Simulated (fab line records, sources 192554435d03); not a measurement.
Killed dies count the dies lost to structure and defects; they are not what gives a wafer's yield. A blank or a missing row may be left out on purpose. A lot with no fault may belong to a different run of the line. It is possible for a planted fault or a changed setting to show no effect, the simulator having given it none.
Comparing a struck lot with a sound one    flow n5-finfet    14 steps out of a route of 1938
Sound: the wafers L699.3, L699.4, L699.5. Struck: wafers L713.1, L713.2. (L713.6 of the same lot was not struck and is left out.) The cause comes at the end.
For every step that has rows: the tool of each side, followed by ch and its chambers, followed by its first start. Under that, the readings that differ: sound wafers    struck wafers    difference of the means    sigmas: that difference in standard deviations of wafers without a fault.
alike: readings with means less than 2 such deviations apart, plus words and numbers identical on both sides. not compared: withheld readings, readings lacking a value on some wafer, bounds such as >300 that could conceal the same value, and numbers that have no deviation in the record and whose values overlap.
The two part at a step that has a row with sigmas, a row that says differs or no value, or rows on one side only. Non-overlapping numbers with no deviation appear without sigmas and do not part them. Lack of a reading on every wafer of one side parts them only where that side has two or more wafers.

first, 2 steps without rows for these wafers: N5_HKMG_FIN_STRIP_69 (strips in N2/H2, time 360 s); N5_HKMG_FIN_ALD_21 (deposits TiN, target thk 1.5 nm, pulse time 1 s, purge time 3 s).
N5_HKMG_FIN_ALD_72: deposits W, target thk 2 nm, pulse time 1 s, purge time 2 s.
  sound on cvd-w-01 ch 1, day 5 07:31; struck on cvd-w-01 ch 1, day 8 12:57
  alike: heater-power-outer-w, heater-power-w, precursor-pulse-height-rel
N5_HKMG_FIN_W_FILL_22: material W, target thk 60 nm, time 18.2 s.
  sound on cvd-w-01 ch 1, day 5 07:37; struck on cvd-w-01 ch 1, day 8 13:05
  alike: heater-power-outer-w, heater-power-w, throttle-valve-pct
then, 3 steps without rows for these wafers: N5_HKMG_FIN_PRECLEAN_83 (cleans in DIW, time 57.5 s); N5_HKMG_FIN_SRD_84 (dry time 32 s); N5_HKMG_FIN_CMP_23 (polishes, stops on SiNx, t overpolish 10 s, target thk 46.326 nm).
N5_HKMG_FIN_CMP_94: polishes, stops on SiNx, t overpolish 4.7 s, target thk 43.299 nm.
  sound on cmp-03 ch 2,3, day 5 08:13; struck on cmp-01 ch 2,3, day 8 13:44
  alike: edge-zone-pressure-frac, head-pressure-psi, motor-current-A
N5_HKMG_FIN_INSPECT_28: inspects for defects (darkfield).
  sound on defect-inspect-01, day 5 08:26; struck on defect-inspect-01, day 8 13:56
  alike: raw-defect-count
then, 1 step without rows for these wafers: N5_GATE_CUT_ETCHBACK_00 (etches W in SF6/Cl2).
N5_GATE_CUT_ETCH_56: etches TiN in Cl2/Ar, target depth 21.6 nm.
  sound on rie-metal-03 ch 0,1, day 5 08:38; struck on rie-metal-03 ch 0,1, day 8 14:05
reading                 sound  struck  difference                    sigmas
rf-hours-counter-h (h)  - - -  65 31   no value on the sound wafers  
  alike: drypump-motor-current-A, he-backside-leak-sccm, oes-product-au, throttle-valve-pct
N5_GATE_CUT_ETCHBACK_30: etches TiN in Cl2/Ar, target depth 3 nm.
  sound on rie-metal-03 ch 0,1, day 5 08:42; struck on rie-metal-03 ch 0,1, day 8 14:11
reading                 sound  struck  difference                    sigmas
rf-hours-counter-h (h)  - - -  65 31   no value on the sound wafers  
  alike: drypump-motor-current-A, he-backside-leak-sccm, oes-product-au, throttle-valve-pct
N5_GATE_CUT_VAPOR_ETCH_60: etches HfO2 in BCl3/Cl2.
  sound on rie-metal-03 ch 0,1, day 5 08:44; struck on rie-metal-03 ch 0,1, day 8 14:13
  alike: drypump-motor-current-A, he-backside-leak-sccm, oes-product-au
-- the record jumps here: 3 days lie between the struck wafers' starts before and after (it left off in module GATE_CUT and takes up again in module BEOL_M4, whose first step shown is number 1111 of the route) --
N5_BEOL_M4_RC_MEAS_101:
  sound on prober-02 ch 0, day 8 19:37; struck on prober-02 ch 0, day 11 21:37
  alike: DIBL_N, DIBL_P, IOFF_N, IOFF_P, ION_N, ION_P, SS_N, SS_P, VT_N, VT_P

== WHERE THEY PART ==
Last at N5_GATE_CUT_ETCHBACK_30 as far as this record goes, first at N5_GATE_CUT_ETCH_56. Later steps at which nothing parts them and some readings are alike: N5_GATE_CUT_VAPOR_ETCH_60, N5_BEOL_M4_RC_MEAS_101.

WHY: what the simulator had put in
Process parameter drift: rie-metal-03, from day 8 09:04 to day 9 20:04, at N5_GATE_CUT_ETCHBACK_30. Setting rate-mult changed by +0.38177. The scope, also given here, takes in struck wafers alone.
